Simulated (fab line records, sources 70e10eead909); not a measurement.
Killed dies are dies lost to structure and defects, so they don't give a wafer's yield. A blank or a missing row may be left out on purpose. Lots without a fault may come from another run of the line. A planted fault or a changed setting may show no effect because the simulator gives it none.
Chamber matching | flow nand_harc | NHARC_A_CHANNEL_HOLE_D1_ETCH_44 on rie_diel-09: 4 sister chambers
The step etches the open film in CF4/O2, target depth 140 nm, overetch 14 nm, time 77 s. 4 wafers are shown with their chamber, then 11 later ones without.

WAFERS WITH THEIR CHAMBER
wafer  | chamber | drypump_motor_current_A (A)
L516.6 | 1       | 6.2
L518.1 | 3       | 6.8
L518.6 | 2       | 5.8
L520.1 | 0       | 6.0

WAFERS WITHOUT THEIR CHAMBER
wafer  | drypump_motor_current_A (A)
L520.2 | 5.7
L520.3 | 6.8
L523.3 | 6.0
L523.4 | 5.7
L523.6 | 6.2
L524.1 | 6.1
L524.5 | 6.8
L524.6 | 6.1
L530.1 | 6.8
L530.2 | 6.2
L530.3 | 5.7

WHICH CHAMBER EACH WENT THROUGH
wafer  | from the rows above     | in truth
L520.2 | 2                       | 2
L520.3 | 3                       | 3
L523.3 | 0                       | 0
L523.4 | 2                       | 2
L523.6 | 1                       | 1
L524.1 | can't be placed: 0 or 1 | 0
L524.5 | 3                       | 3
L524.6 | can't be placed: 0 or 1 | 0
L530.1 | 3                       | 3
L530.2 | 1                       | 1
L530.3 | 2                       | 2
Placed correctly: 9 of 11. Can't be placed from these rows: 2 (the true chamber is among the candidates in 2). Placed wrongly: 0.
How it was worked out, from the rows above alone: a wafer's distance from a chamber is the root of the sum, over the readings, of the square of ((its reading less the chamber's mean) divided by the reading's scatter). The wafer belongs to the nearest chamber; if the next one is less than 2 further off, it can't be placed. A chamber's mean is the mean of its shown wafers. The scatter: with one shown wafer a chamber, the root of the mean of the squares of how far each hidden wafer lies from its nearest shown one.
